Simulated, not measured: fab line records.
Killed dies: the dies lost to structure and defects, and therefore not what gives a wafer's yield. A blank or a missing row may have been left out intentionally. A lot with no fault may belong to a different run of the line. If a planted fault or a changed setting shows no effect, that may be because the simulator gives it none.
fab line records	flow n5_finfet
record: lots: 11	wafers: 33	last_day: 19
route steps=1938 shown BEOL_M11@1590 BEOL_M12@1603
lots untouched by any fault: they come from a run of this same line in which no faults occurred
start_h: start of the lot's first displayed wafer, in hours after the record's first day	wait_h: how many hours have passed since the lot's step before this one	" the same as in the row above	L1.1+2: one row covering several wafers at once	- no value, or no start was given	* or withheld: withheld	< > ~ a bound
route shown NAME@n: a module of which the file shows steps, and the number in the route of the first	usual: mean and standard deviation over wafers with no fault	same: alike in all rows	chamber/n: place in a boat	sites: per-site readings	_std_site: standard deviation across them	_edge_site: inner sites' mean taken away from outer sites' mean	radius_mm: for every site, how far away it sits from the centre of the wafer	mask NAME#n: copy n	behind: the tool/chamber that last shaped the wafer	hold: why the lot went on hold/how many hours it stayed there/how the hold came to an end	device: which transistor (n, p or np) failed to switch	end of line: at the end of the route, the tests of the same wafers	step lacking rows: just its recipe	killed: dies lost to structure and defects at the first sort, not the wafer's yield	map: a wafer's dies, x killed, . not, _ none there
set.NAME: setting as actually run; set.NAME@STEP: the setting as run at that earlier step	model.NAME: the simulator's own value behind a step, which no gauge read
steps of the route over a sample of lots; a table a step, a row a wafer
services: the hour from which a tool's chamber was out of use, counted from the record's first day as start_h (under 0 if before that day), plus the number of hours and why
== steps ==
step: N5_BEOL_M11_ALD_74
recipe: material: TaN	target_thk_a: 20	temp_c: 275	ald_precursor_family: PDMAT	ald_co_reactant: NH3	pressure_torr: 3	carrier_flow_sccm: 1500	pulse_time_s: 2	purge_time_s: 3	co_reactant_purge_time_s: 2	co_reactant_pulse_time_s: 3	ald_cycles: 40	precursor_vessel_temp_c: 75	precursor_vessel_pressure_torr: 26.25	precursor_vessel_carrier_sccm: 1000
usual: heater_power_w: 441/39
same: co_reactant_purge_time_s: 2
lot.wafer	tool	chamber	start_h	wait_h	heater_power_w
L313.2	ald_metal-03	0	219.02	0.3	461
L313.3	"	1	"	"	478
L313.4	"	3	"	"	476
L314.4	ald_metal-04	3	248.83	0.2	374
L314.5	"	2	"	"	504
L314.6	"	1	"	"	440
L317.1	ald_metal-04	0	265.41	0.3	447
L317.3	"	1	"	"	423
L317.4	"	3	"	"	371
L318.2	ald_metal-04	1	274.28	0.2	431
L318.5	"	2	"	"	502
L318.6	"	3	"	"	376
L322.2	ald_metal-02	2	288.81	0.0	434
L322.3	"	0	"	"	393
L322.6	"	3	"	"	452
L323.2	ald_metal-03	2	306.98	0.0	445
L323.3	"	3	"	"	475
L323.4	"	0	"	"	471
L324.1	ald_metal-02	3	317.13	0.1	464
L324.2	"	1	"	"	396
L324.3	"	0	"	"	378
L331.2	ald_metal-02	1	341.98	0.0	390
L331.5	"	3	"	"	460
L331.6	"	1	"	"	383
L333.1	ald_metal-02	1	370.58	0.0	404
L333.2	"	0	"	"	404
L333.3	"	2	"	"	426
L336.1	ald_metal-02	3	385.41	0.0	469
L336.3	"	2	"	"	441
L336.6	"	2	"	"	428
L335.4	ald_metal-04	2	396.38	0.1	448
L335.5	"	1	"	"	420
L335.6	"	2	"	"	441
step: N5_BEOL_M12_THK_MEAS_01
recipe: reads: SiOC_of_BEOL_M12_ILD_DEP_00
usual: M12_ILD_THK: 659/7.1
lot.wafer	tool	chamber	start_h	wait_h	M12_ILD_THK[nm]
L313.2	film_metro-02	-	222.85	0.1	659
L313.3	"	-	"	"	653
L313.4	"	-	"	"	665
L314.4	film_metro-02	-	250.84	0.0	657
L314.5	"	-	"	"	666
L314.6	"	-	"	"	661
L317.1	film_metro-01	-	268.40	0.1	655
L317.3	"	-	"	"	657
L317.4	"	-	"	"	675
L318.2	film_metro-01	-	277.60	0.1	650
L318.5	"	-	"	"	667
L318.6	"	-	"	"	658
L322.2	film_metro-02	-	290.48	0.1	649
L322.3	"	-	"	"	654
L322.6	"	-	"	"	669
L323.2	film_metro-01	-	308.62	0.1	659
L323.3	"	-	"	"	656
L323.4	"	-	"	"	672
L324.1	film_metro-02	-	318.96	0.1	650
L324.2	"	-	"	"	656
L324.3	"	-	"	"	650
L331.2	film_metro-02	-	343.94	0.1	649
L331.5	"	-	"	"	665
L331.6	"	-	"	"	659
L333.1	film_metro-02	-	372.32	0.1	661
L333.2	"	-	"	"	661
L333.3	"	-	"	"	656
L336.1	film_metro-01	-	388.69	0.1	658
L336.3	"	-	"	"	664
L336.6	"	-	"	"	668
L335.4	film_metro-02	-	399.26	0.0	656
L335.5	"	-	"	"	662
L335.6	"	-	"	"	657
step: N5_BEOL_M12_ETCH_59
recipe: chemistry: N2/H2	target: BARC	target_depth_a: 890	overetch_a: 267	time_s: 67.9	ion_energy_ev: 200	pressure_mtorr: 30	source_w: 840	bias_w: 150	n2_flow_sccm: 200	h2_flow_sccm: 200
usual: drypump_motor_current_A: 5.5/0.36	h2_flow_sccm: 200.1/0.6	oes_product_au: 0.69/0.067	rf_vpp_V: 524.4/2.2	showerhead_plenum_p_Torr: 2.57/0.072	throttle_valve_pct: 17.84/0.19
lot.wafer	tool	chamber	start_h	wait_h	drypump_motor_current_A	h2_flow_sccm	oes_product_au	rf_hours_counter_h	rf_vpp_V	showerhead_plenum_p_Torr	throttle_valve_pct
L313.2	rie_diel-01	1	223.40	0.0	5.9	199.9	0.58	235	526.3	2.61	18.02
L313.3	"	2	"	"	6.1	200.3	0.73	66	528.6	2.68	17.63
L313.4	"	0	"	"	5.3	199.8	0.73	74	527.2	2.68	17.65
L314.4	rie_diel-02	1	251.38	0.0	4.7	199.7	0.69	118	523.9	2.56	18.09
L314.5	"	3	"	"	5.1	200.8	0.62	-	525.8	2.63	17.83
L314.6	"	2	"	"	5.5	199.7	0.61	-	522.2	2.51	17.80
L317.1	rie_diel-01	1	268.96	0.0	5.9	199.8	0.58	247	524.4	2.60	18.01
L317.3	"	2	"	"	6.1	200.7	0.71	77	528.3	2.68	17.64
L317.4	"	0	"	"	5.3	200.0	0.71	83	528.4	2.68	17.66
L318.2	rie_diel-02	0	278.12	0.0	5.6	199.9	0.85	0	525.1	2.61	17.99
L318.5	"	1	"	"	4.7	199.3	0.67	-	523.0	2.55	18.11
L318.6	"	0	"	"	5.7	200.8	0.84	-	525.9	2.61	17.99
L322.2	rie_diel-02	3	290.91	0.0	5.1	200.8	0.61	216	525.8	2.62	17.89
L322.3	"	1	"	"	4.7	200.0	0.67	134	523.7	2.55	18.12
L322.6	"	0	"	"	5.7	200.1	0.82	-	524.6	2.61	18.02
L323.2	rie_diel-01	3	309.04	0.0	5.7	181.1	0.70	83	521.3	2.40	17.20
L323.3	"	2	"	"	6.1	199.7	0.70	94	527.5	2.67	17.67
L323.4	"	0	"	"	5.3	200.2	0.70	98	528.1	2.67	17.70
L324.1	rie_diel-04	2	319.52	0.0	5.4	199.1	0.68	116	524.7	2.56	17.99
L324.2	"	0	"	"	5.8	199.8	0.80	14	521.8	2.49	17.55
L324.3	"	3	"	"	5.6	200.3	0.67	101	525.6	2.56	17.90
L331.2	rie_diel-04	0	344.37	0.0	5.8	200.1	0.79	23	523.3	2.48	17.55
L331.5	"	1	"	"	5.4	199.7	0.69	-	521.8	2.47	17.95
L331.6	"	2	"	"	5.5	199.6	0.68	-	524.5	2.56	18.00
L333.1	rie_diel-02	2	372.75	0.0	5.5	201.0	0.59	245	522.5	2.50	17.87
L333.2	"	1	"	"	4.7	200.4	0.64	166	522.3	2.54	18.19
L333.3	"	0	"	"	5.7	199.8	0.74	37	523.6	2.60	18.06
L336.1	rie_diel-02	3	389.49	0.0	5.1	200.0	0.59	250	526.4	2.60	17.92
L336.3	"	0	"	"	5.7	200.3	0.73	43	525.3	2.60	18.07
L336.6	"	2	"	"	5.5	200.2	0.59	-	522.1	2.49	17.89
L335.4	rie_diel-02	2	399.71	0.0	5.5	199.1	0.58	-	523.3	2.49	17.89
L335.5	"	0	"	"	5.7	199.5	0.74	-	523.4	2.59	18.09
L335.6	"	1	"	"	4.7	199.9	0.64	-	523.8	2.53	18.19
step: N5_BEOL_M12_STRIP_64
recipe: chemistry: N2/H2	power_w: 1000	temp_c: 250	h2_frac: 0.65	overash_fraction: 0.3	pressure_mtorr: withheld	n2_flow_sccm: 1750	h2_flow_sccm: 3250
usual: drypump_motor_current_A: 6.0/0.57	heater_power_w: 310/26	oes_product_au: 0.715/0.005	strip_time_to_endpoint_s: 31.36/0.076
lot.wafer	tool	chamber	start_h	wait_h	drypump_motor_current_A	heater_power_w	oes_product_au	rf_hours_counter_h	strip_time_to_endpoint_s
L313.2	plasma_asher-01	1	223.71	0.0	5.6	370	0.714	121	31.38
L313.3	"	0	"	"	6.6	318	0.731	-	31.42
L313.4	"	1	"	"	5.6	383	0.702	-	31.38
L314.4	plasma_asher-01	0	251.72	0.0	6.5	319	0.709	-	31.51
L314.5	"	1	"	"	5.6	371	0.713	-	31.39
L314.6	"	0	"	"	6.5	321	0.711	-	31.36
L317.1	plasma_asher-02	0	269.28	0.0	6.6	311	0.717	70	31.33
L317.3	"	0	"	"	6.6	294	0.712	-	31.26
L317.4	"	1	"	"	5.5	296	0.713	-	31.36
L318.2	plasma_asher-01	1	278.43	0.0	5.6	385	0.721	130	31.28
L318.5	"	0	"	"	6.5	324	0.720	-	31.32
L318.6	"	1	"	"	5.6	361	0.721	-	31.31
L322.2	plasma_asher-02	0	291.22	0.0	6.6	299	0.721	74	31.34
L322.3	"	1	"	"	5.4	298	0.722	-	31.34
L322.6	"	0	"	"	6.6	291	0.710	-	31.34
L323.2	plasma_asher-02	0	309.35	0.0	6.6	299	0.719	78	31.24
L323.3	"	1	"	"	5.4	296	0.719	-	31.27
L323.4	"	0	"	"	6.6	296	0.713	-	31.28
L324.1	plasma_asher-02	1	319.83	0.0	5.4	307	0.712	80	31.38
L324.2	"	0	"	"	6.6	294	0.719	80	31.38
L324.3	"	1	"	"	5.4	300	0.711	-	31.34
L331.2	plasma_asher-01	0	344.68	0.0	6.5	322	0.712	143	31.27
L331.5	"	0	"	"	6.5	321	0.709	-	31.29
L331.6	"	1	"	"	5.6	369	0.713	-	31.35
L333.1	plasma_asher-02	0	373.06	0.0	6.6	293	0.716	91	31.25
L333.2	"	1	"	"	5.4	303	0.717	91	31.28
L333.3	"	1	"	"	5.4	297	0.708	-	31.23
L336.1	plasma_asher-02	0	389.80	0.0	6.7	300	0.709	94	31.38
L336.3	"	1	"	"	5.4	299	0.716	-	31.35
L336.6	"	0	"	"	6.6	297	0.717	-	31.41
L335.4	plasma_asher-02	0	400.03	0.0	6.6	298	0.708	-	31.31
L335.5	"	1	"	"	5.4	302	0.716	-	31.27
L335.6	"	0	"	"	6.6	308	0.718	-	31.27
== services ==
tool	chamber	start_h	hours	kind
rie_diel-02	3	195.74	3.8	repair
rie_diel-04	1	207.48	14.3	repair
rie_diel-04	-	209.64	0.6	repair
rie_diel-04	0	217.81	6.3	repair
rie_diel-02	2	227.15	4.2	repair
ald_metal-04	0	236.31	25.0	repair
rie_diel-01	-	238.63	15.6	pm
rie_diel-02	2	252.28	2.4	repair
rie_diel-02	0	259.23	-	clean
rie_diel-02	0	259.23	-	consumable_replace:focus_ring
rie_diel-01	0	259.64	4.1	repair
rie_diel-02	-	260.12	2.8	pm
rie_diel-04	-	297.70	2.8	pm
ald_metal-04	3	298.84	10.0	repair
rie_diel-01	-	310.45	2.8	pm
plasma_asher-01	-	313.64	3.1	repair
ald_metal-04	-	316.94	2.8	pm
ald_metal-02	0	317.79	5.4	repair
rie_diel-01	0	331.37	1.3	repair
rie_diel-01	-	334.23	0.9	repair
ald_metal-02	2	336.86	29.4	repair
ald_metal-04	-	337.25	14.0	pm
ald_metal-03	-	363.12	2.8	pm
rie_diel-02	3	377.10	7.1	repair
== key ==
first_sign: step: N5_BEOL_M12_ETCH_59	reading: h2_flow_sccm	direction: down	sigmas: 32	usual: 200.1	struck: 181.1
effect: step: N5_BEOL_M12_ETCH_59	reading: throttle_valve_pct	direction: down	sigmas: 3.4	usual: *	struck: *
met_at N5_BEOL_M12_ETCH_59
struck_lots L323
struck_wafers L323.2
not_acting_at N5_BEOL_M11_ALD_74,N5_BEOL_M12_THK_MEAS_01,N5_BEOL_M12_STRIP_64
fault: kind: process_parameter_drift	tool: rie_diel-01	chamber: 3	onset_h: 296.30	steps: N5_BEOL_M12_ETCH_59	channel: h2_flow_sccm	offset: -20	shape: step	end_h: 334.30	acts_in: these_recipes_only	stated: 200
